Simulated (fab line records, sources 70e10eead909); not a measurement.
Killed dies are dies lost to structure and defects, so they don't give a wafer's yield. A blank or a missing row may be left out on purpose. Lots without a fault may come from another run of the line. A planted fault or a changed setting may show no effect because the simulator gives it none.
fab line records | flow nand_harc
record lots=12 wafers=36 last_day=33
route steps=1302 shown A_STAIRCASE@853
lots that met no fault: from a run of the same line without faults
start_h: hours from the record's first day to the start of the lot's first wafer shown | wait_h: hours since the lot's step before | " the same as in the row above | L1.1+2: a row that stands for several wafers | - no value, or no start given | * or withheld: withheld | < > ~ a bound
route shown NAME@n: a module of which the file shows steps, and the number in the route of the first | usual: mean/standard deviation of fault-free wafers | same: alike in all rows | chamber/n: place in a boat | sites: the reading at each site | _std_site: their standard deviation | _edge_site: outer sites' mean less inner sites' | radius_mm: how far each site lies from the wafer's centre | mask NAME#n: copy n | behind: the tool/chamber that last shaped the wafer | hold: why the lot was held/for how many hours/how that ended | device: the transistor (n, p or np) that didn't switch | end of line: the same wafers' tests at the end of the route | a step without rows: its recipe alone | killed: dies lost to structure and defects at the first sort, not the wafer's yield | map: a wafer's dies, x killed, . not, _ none there
set.NAME: the setting as run; set.NAME@STEP: as run at that earlier step | model.NAME: the simulator's own value behind a step, which no gauge read
steps of the route over a sample of lots; a table a step, a row a wafer
services: from which hour (start_h, from the record's first day; less than 0 if before it) a tool's chamber was out of use, for how many hours, and why
## steps
# step NHARC_A_STAIRCASE_DEP_322
# recipe target_thk_a=72000 temp_c=400 target_thk_nm=7200 teos_flow_sccm=200 rf_w=500 material=SiO2
# usual heater_power_w=644/76 rf_fwd_power_W=499.8/1.4 susceptor_temp_C=400.02/0.21
# columns lot.wafer tool chamber start_h wait_h heater_power_w rf_fwd_power_W susceptor_temp_C
L719.2 pecvd-03 0 432.03 0.1 674 499.4 400.07
L719.4 " 0 " " 607 501.1 399.86
L719.5 " 1 " " 566 497.6 400.11
L721.2 pecvd-01 0 450.27 0.1 707 500.0 399.81
L721.1 " 1 " " 716 497.2 400.24
L721.3 " 2 " " 666 502.9 400.01
L722.2 pecvd-03 0 463.82 0.3 751 498.9 400.03
L722.6 " 2 " " 519 499.3 399.97
L722.5 " 0 " " 627 499.4 400.07
L723.1 pecvd-03 1 477.63 0.2 642 499.8 399.78
L723.6 " 0 " " 607 503.6 400.42
L723.5 " 1 " " 562 499.9 399.70
L725.2 pecvd-03 2 499.62 0.1 596 500.7 400.21
L725.3 " 0 " " 713 503.1 399.92
L725.5 " 1 " " 572 501.7 399.77
L728.1 pecvd-02 1 517.01 0.1 671 498.9 400.26
L728.3 " 2 " " 704 499.5 399.80
L728.4 " 0 " " 518 500.5 400.26
L726.2 pecvd-01 0 517.09 0.2 834 499.6 400.47
L726.3 " 1 " " 755 500.6 400.00
L726.6 " 0 " " 675 499.2 399.94
L733.2 pecvd-01 0 579.05 0.1 757 500.9 399.63
L733.1 " 2 " " 800 499.1 399.99
L733.6 " 0 " " 694 500.5 399.80
L736.2 pecvd-03 1 605.90 0.1 691 501.0 399.96
L736.1 " 0 " " 647 500.9 399.72
L736.6 " 0 " " 571 499.9 400.13
L735.3 pecvd-02 1 606.10 0.2 701 499.3 400.04
L735.5 " 1 " " 611 501.1 400.02
L735.4 " 0 " " 519 499.8 399.72
L738.3 pecvd-02 2 614.11 0.2 742 499.2 400.46
L738.1 " 0 " " 625 499.6 400.16
L738.6 " 0 " " 529 497.0 400.07
L739.3 pecvd-03 0 647.54 0.2 692 502.6 400.05
L739.6 " 2 " " 513 500.9 400.11
L739.4 " 1 " " 559 501.5 399.85
# step NHARC_A_STAIRCASE_DEP_325
# recipe target_thk_a=72000 temp_c=400 target_thk_nm=7200 teos_flow_sccm=200 rf_w=500 material=SiO2
# usual heater_power_w=645/76 rf_fwd_power_W=499.6/1.5 susceptor_temp_C=399.99/0.21
# columns lot.wafer tool chamber start_h wait_h heater_power_w rf_fwd_power_W susceptor_temp_C
L719.2 pecvd-01 2 440.06 0.1 826 502.0 399.51
L719.4 " 2 " " 683 503.1 399.56
L719.5 " 0 " " 649 497.1 399.87
L721.2 pecvd-03 2 457.59 0.1 626 497.6 400.21
L721.1 " 0 " " 690 499.4 400.18
L721.3 " 1 " " 563 498.3 400.12
L722.2 pecvd-03 0 473.21 0.3 699 498.7 400.35
L722.6 " 1 " " 580 501.9 400.05
L722.5 " 2 " " 529 498.1 399.54
L723.1 pecvd-02 1 488.00 0.3 700 500.2 399.74
L723.5 " 0 " " 501 499.1 400.04
L723.6 " 1 " " 588 499.4 399.79
L725.3 pecvd-03 0 510.06 0.1 619 500.6 400.09
L725.2 " 1 " " 681 499.3 400.12
L725.5 " 1 " " 581 499.5 399.79
L726.2 pecvd-01 1 529.02 0.1 767 498.8 399.91
L726.3 " 0 " " 828 500.7 399.92
L726.6 " 2 " " 662 498.7 399.85
L728.3 pecvd-03 1 529.11 0.2 632 500.7 400.10
L728.1 " 2 " " 630 501.7 399.70
L728.4 " 2 " " 537 499.1 399.86
L733.2 pecvd-02 1 589.26 0.1 690 502.0 399.84
L733.1 " 0 " " 584 499.6 399.94
L733.6 " 1 " " 606 502.2 399.95
L735.3 pecvd-01 1 616.65 0.2 758 500.6 399.86
L735.4 " 0 " " 684 499.7 400.11
L735.5 " 1 " " 644 498.8 400.15
L736.2 pecvd-02 2 616.65 0.2 652 500.3 400.18
L736.1 " 0 " " 603 498.2 400.31
L736.6 " 2 " " 596 499.2 400.23
L738.3 pecvd-02 1 622.59 0.2 667 502.0 400.21
L738.1 " 2 " " 714 500.0 399.88
L738.6 " 0 " " 530 499.9 399.79
L739.3 pecvd-01 1 655.53 0.3 716 498.7 399.77
L739.6 " 2 " " 662 497.9 399.62
L739.4 " 0 " " 682 500.6 400.25
# step NHARC_A_STAIRCASE_EXPOSE_438
# recipe na=0.5 dose_mj=28.97 mask_id=STAIR_REV
# usual exposure_dose_mJ_cm2=28.97/0.031
# columns lot.wafer tool chamber start_h wait_h mask exposure_dose_mJ_cm2
L719.2 krf_scanner-04 0 447.57 - STAIR_REV#0 28.93
L719.4 " 0 " " STAIR_REV#0 28.95
L719.5 " 0 " " STAIR_REV#0 28.94
L721.1 krf_scanner-03 0 466.93 - STAIR_REV#0 28.97
L721.2 " 0 " " STAIR_REV#0 28.95
L721.3 " 0 " " STAIR_REV#0 28.95
L722.2 krf_scanner-03 0 480.76 - STAIR_REV#0 29.00
L722.5 " 0 " " STAIR_REV#0 28.94
L722.6 " 0 " " STAIR_REV#0 28.94
L723.1 krf_scanner-03 0 499.65 - STAIR_REV#0 29.00
L723.5 " 0 " " STAIR_REV#0 28.97
L723.6 " 0 " " STAIR_REV#0 29.00
L725.2 krf_scanner-04 0 517.66 - STAIR_REV#0 28.92
L725.3 " 0 " " STAIR_REV#0 28.97
L725.5 " 0 " " STAIR_REV#0 28.94
L728.1 krf_scanner-01 0 543.25 - STAIR_REV#0 28.97
L728.3 " 0 " " STAIR_REV#0 29.02
L728.4 " 0 " " STAIR_REV#0 29.00
L726.2 krf_scanner-01 0 543.29 - STAIR_REV#0 29.00
L726.3 " 0 " " STAIR_REV#0 28.98
L726.6 " 0 " " STAIR_REV#0 29.00
L733.1 krf_scanner-01 0 599.25 - STAIR_REV#0 19.91
L733.2 " 0 " " STAIR_REV#0 19.92
L733.6 " 0 " " STAIR_REV#0 19.94
L735.3 krf_scanner-01 0 624.93 - STAIR_REV#0 19.95
L735.4 " 0 " " STAIR_REV#0 19.98
L735.5 " 0 " " STAIR_REV#0 19.97
L736.1 krf_scanner-04 0 625.08 - STAIR_REV#0 28.98
L736.2 " 0 " " STAIR_REV#0 28.94
L736.6 " 0 " " STAIR_REV#0 28.99
L738.1 krf_scanner-03 0 630.63 - STAIR_REV#0 28.95
L738.3 " 0 " " STAIR_REV#0 28.97
L738.6 " 0 " " STAIR_REV#0 28.97
L739.3 krf_scanner-04 0 663.01 - STAIR_REV#0 28.93
L739.4 " 0 " " STAIR_REV#0 28.95
L739.6 " 0 " " STAIR_REV#0 28.95
# step NHARC_A_STAIRCASE_ETCH_444
# recipe target_depth_a=2.04e+05 time_s=6800 c4f8_flow_sccm=20 o2_flow_sccm=10 ar_flow_sccm=withheld rf_w=600 bias_w=1000 chemistry=C4F8/O2
# usual oes_product_au=0.942/0.021 rf_fwd_power_W=600.0/1.7 rf_vpp_V=808/3.5
# columns lot.wafer tool chamber start_h wait_h oes_product_au rf_fwd_power_W rf_hours_counter_h rf_vpp_V
L719.2 rie_diel-02 2 448.03 0.1 0.983 601.9 16 808
L719.4 " 0 " " 0.952 598.7 13 812
L719.5 " 3 450.39 2.4 0.981 598.9 - 804
L721.1 rie_diel-08 3 467.44 0.1 0.924 598.7 30 806
L721.3 " 0 " " 0.928 601.0 29 806
L721.2 " 2 " " 0.940 601.3 27 808
L722.2 rie_diel-05 2 481.68 0.5 0.987 600.3 18 807
L722.5 " 1 483.08 1.9 0.964 601.0 - 807
L722.6 " 2 " " 0.975 599.9 - 808
L723.1 rie_diel-08 1 501.52 1.5 0.913 602.1 33 815
L723.5 " 2 " " 0.941 602.6 - 808
L723.6 " 3 " " 0.932 599.2 - 806
L725.3 rie_diel-05 1 518.65 0.6 0.923 598.5 29 805
L725.2 " 3 " " 0.927 602.3 24 808
L725.5 " 1 " " 0.927 600.9 - 807
L726.2 rie_diel-08 3 543.90 0.2 0.921 599.9 56 806
L726.3 " 1 " " 0.929 600.2 46 815
L726.6 " 0 546.27 2.6 0.933 596.0 - 805
L728.3 rie_diel-02 0 544.19 0.6 0.908 599.8 46 811
L728.4 " 1 " " 0.908 600.1 49 813
L728.1 " 2 " " 0.921 602.0 49 808
L733.1 rie_diel-05 3 599.71 0.1 0.970 599.8 1 807
L733.2 " 0 " " 0.993 600.2 1 814
L733.6 " 3 601.58 1.9 0.970 601.9 - 807
L735.3 rie_diel-02 1 625.38 0.1 0.949 599.1 17 813
L735.4 " 3 " " 0.976 600.9 19 802
L735.5 " 2 627.74 2.4 0.945 599.9 - 807
L736.1 rie_diel-08 1 626.03 0.5 0.934 600.2 22 814
L736.2 " 3 " " 0.916 601.2 17 808
L736.6 " 1 " " 0.915 598.9 - 815
L738.3 rie_diel-05 2 631.17 0.1 0.936 599.6 10 806
L738.1 " 0 " " 0.962 596.9 13 813
L738.6 " 3 633.57 2.5 0.969 598.9 - 807
L739.4 rie_diel-05 1 663.64 0.2 0.968 602.6 20 804
L739.3 " 0 665.05 1.6 0.959 596.4 20 812
L739.6 " 2 " " 0.950 599.8 - 806
## services
# columns tool chamber start_h hours kind
pecvd-02 - 408.33 13.0 pm
rie_diel-05 - 409.06 9.0 pm
krf_scanner-01 - 412.45 0.9 repair
rie_diel-08 3 427.00 1.3 repair
krf_scanner-01 - 431.73 0.3 repair
rie_diel-05 - 431.97 0.5 repair
rie_diel-05 0 435.57 3.9 repair
pecvd-02 - 479.93 1.5 repair
krf_scanner-01 - 484.00 4.0 pm
krf_scanner-03 - 492.19 0.2 repair
pecvd-01 - 492.25 13.0 pm
rie_diel-05 3 497.36 12.1 repair
rie_diel-05 0 502.32 10.3 repair
pecvd-02 2 510.30 6.1 repair
krf_scanner-04 - 526.00 4.0 pm
pecvd-03 - 547.29 13.0 pm
pecvd-01 - 583.72 1.1 repair
rie_diel-05 - 586.36 9.0 pm
pecvd-02 - 589.84 13.0 pm
pecvd-02 - 606.69 1.6 repair
pecvd-01 1 640.89 5.1 repair
rie_diel-05 0 646.93 4.1 repair
pecvd-02 - 648.36 2.3 repair
pecvd-02 0 662.13 4.9 repair
## key
first_sign step=NHARC_A_STAIRCASE_EXPOSE_438 reading=exposure_dose_mJ_cm2 direction=down sigmas=99+ usual=28.97 struck=19.95
effect none on later readings
met_at NHARC_A_STAIRCASE_EXPOSE_438
struck_lots L733,L735
tester_left_out L733,L735
not_acting_at NHARC_A_STAIRCASE_DEP_322,NHARC_A_STAIRCASE_DEP_325,NHARC_A_STAIRCASE_ETCH_444
onset_between 543.29 599.25
fault kind=process_parameter_drift tool=krf_scanner-01 chamber=- onset_h=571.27 steps=NHARC_A_STAIRCASE_EXPOSE_438 channel=dose_mj offset=-9.0006 shape=step acts_in=these_recipes_only stated=28.97
# tester_left_out: of these lots the tester's yield and bins aren't shown, on N5 and GAA mostly nor the transistor test; their killed dies are dies lost to structure and defects alone, not to doping, threshold or leakage, so they don't give the yield
